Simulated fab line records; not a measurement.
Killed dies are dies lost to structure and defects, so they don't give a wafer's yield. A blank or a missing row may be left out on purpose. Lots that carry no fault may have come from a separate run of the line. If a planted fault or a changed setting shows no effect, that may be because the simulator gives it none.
Split-lot study | flow n5_finfet | 39 wafers read from 7 lots, route of 1938 steps

THE SPLIT
At N5_PASSIVATION_ETCH_54 (etches SiO2 in CHF3/O2, target depth 880 nm, time 440 s), the setting target_depth_a was moved away from the recipe's 8800 angstrom on 15 of the 39 wafers read, by -58.4% to -26.8%. The other wafers ran this setting at the recipe's value.

The split's own step is where the reading is taken.

THE READING
etch.depth_nm (the simulator's own value, which no gauge read), in nm, at N5_PASSIVATION_ETCH_54 (etches SiO2 in CHF3/O2, target depth 880 nm, time 440 s). No usual value for it is given in the file. Average 870.4 nm, standard deviation 15 nm, over the 24 wafers here run with the recipe.

wafer  | tool, chamber at the split | target_depth_a as run, angstrom | against the recipe | etch.depth_nm, nm | against lot-mates on the recipe
L076.1 | rie_diel-04, 3             | 8800                            | recipe             | 887.4             | -
L076.2 | rie_diel-04, 1             | 4416                            | -49.8%             | 446.6             | -430.6
L076.3 | rie_diel-04, 2             | 4416                            | -49.8%             | 436               | -441.2
L076.4 | rie_diel-04, 0             | 8800                            | recipe             | 864.2             | -
L076.5 | rie_diel-04, 2             | 8800                            | recipe             | 880               | -
L076.6 | rie_diel-04, 1             | 4416                            | -49.8%             | 447.8             | -429.4
L078.1 | rie_diel-04, 0             | 8800                            | recipe             | 864               | -
L078.2 | rie_diel-04, 2             | 8800                            | recipe             | 871.5             | -
L078.3 | rie_diel-04, 1             | 8800                            | recipe             | 893.6             | -
L078.4 | rie_diel-04, 1             | 3662                            | -58.4%             | 370.8             | -505.6
L078.5 | rie_diel-04, 2             | 3662                            | -58.4%             | 359.8             | -516.6
L078.6 | rie_diel-04, 0             | 3662                            | -58.4%             | 360.9             | -515.5
L081.1 | rie_diel-02, 2             | 8800                            | recipe             | 870.9             | -
L081.2 | rie_diel-02, 1             | 6440                            | -26.8%             | 636.1             | -232.6
L081.3 | rie_diel-02, 0             | 8800                            | recipe             | 861.7             | -
L081.4 | rie_diel-02, 2             | 6440                            | -26.8%             | 631.2             | -237.5
L081.5 | rie_diel-02, 1             | 8800                            | recipe             | 873.6             | -
L081.6 | rie_diel-02, 0             | 6440                            | -26.8%             | 634.7             | -234.0
L087.1 | rie_diel-02, 0             | 5942                            | -32.5%             | 587.3             | -277.2
L087.2 | rie_diel-02, 1             | 8800                            | recipe             | 871.5             | -
L087.3 | rie_diel-02, 2             | 8800                            | recipe             | 864.3             | -
L087.4 | rie_diel-02, 0             | 5942                            | -32.5%             | 583.6             | -280.9
L087.5 | rie_diel-02, 1             | 5942                            | -32.5%             | 587.6             | -276.9
L087.6 | rie_diel-02, 2             | 8800                            | recipe             | 857.7             | -
L093.1 | rie_diel-01, 0             | 8800                            | recipe             | 850.5             | -
L093.2 | rie_diel-01, 3             | 8800                            | recipe             | 894.1             | -
L093.3 | rie_diel-01, 2             | 8800                            | recipe             | 857.7             | -
L093.4 | rie_diel-01, 1             | 8800                            | recipe             | 890.9             | -
L093.5 | rie_diel-01, 2             | 8800                            | recipe             | 859.2             | -
L093.6 | rie_diel-01, 3             | 8800                            | recipe             | 903.8             | -
L092.1 | rie_diel-01, 2             | 8800                            | recipe             | 846.4             | -
L092.2 | rie_diel-01, 0             | 8800                            | recipe             | 854.6             | -
L092.3 | rie_diel-01, 1             | 4529                            | -48.5%             | 456.2             | -394.4
L092.4 | rie_diel-01, 3             | 4529                            | -48.5%             | 462.1             | -388.5
L092.5 | rie_diel-01, 0             | 8800                            | recipe             | 850.9             | -
L092.6 | rie_diel-01, 1             | 4529                            | -48.5%             | 455               | -395.6
L096.2 | rie_diel-02, 0             | 8800                            | recipe             | 863.7             | -
L096.5 | rie_diel-02, 3             | 8800                            | recipe             | 887.9             | -
L096.6 | rie_diel-02, 1             | 8800                            | recipe             | 869.2             | -

FIT RESULTS
A straight line over all 39 wafers: etch.depth_nm changes by +8.62 nm for each +1% of target_depth_a; r = +1.00; the points scatter about the line by 13 nm.
The same after taking each lot's own level away (the mean of its wafers on the recipe; 39 wafers): +8.58 nm for each +1%; r = +1.00; scatter 13 nm.
On that fit, the largest move of target_depth_a shifts the reading by 5e+02 nm.
From 850.63 to 877.20 nm: that is the span of the lots' own levels, equal to 1.7 times the standard deviation above.
The two slopes are in agreement: the lot-to-lot level therefore moves the slope only a little.
Check: with one of the wafers moved furthest among these (-58.4%) left out of the fit, the line predicts -500 nm for it against its lot-mates. It came out at -506 nm against them.

THESE WAFERS: OTHER SPLITS
These wafers also went through other splits before the reading. Each is held against what the fit with the lots' levels taken away leaves over:
other split on the same wafers           | wafers away from the commonest value | r with etch.depth_nm (lot level and that fit taken away)
N5_FIN_SAQP_ALD_61 ald_cycles            | 15                                   | +0.17
N5_SD_EPI_N_ETCH_16 target_depth_a       | 18                                   | -0.15
N5_MOL_CONTACT_COAG_CVD_140 target_thk_a | 18                                   | -0.11
N5_BEOL_M8_DEP_56 target_thk_a           | 12                                   | -0.44
N5_BEOL_M14_ETCH_68 target_depth_a       | 18                                   | +0.01
N5_MIM_TOP_SPUTTER_03 target_thk_a       | 15                                   | +0.26

THE WHOLE CHAIN: every reading that the file lists as answering this split, in the file's order
step                   | what it does                                            | reading                                                                       | change (the file's fit)              | r (the file's)
N5_PASSIVATION_ETCH_54 | etches SiO2 in CHF3/O2, target depth 880 nm, time 440 s | PASSIVATION.feature_depth_nm (the simulator's own value, which no gauge read) | +8.58 nm for each +1% of the setting | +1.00
N5_PASSIVATION_ETCH_54 | etches SiO2 in CHF3/O2, target depth 880 nm, time 440 s | etch.depth_nm (the simulator's own value, which no gauge read)                | +8.58 nm for each +1% of the setting | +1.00

THE FILE'S OWN FIT
etch.depth_nm changes by +8.58 nm for each +1% of target_depth_a, r = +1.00.
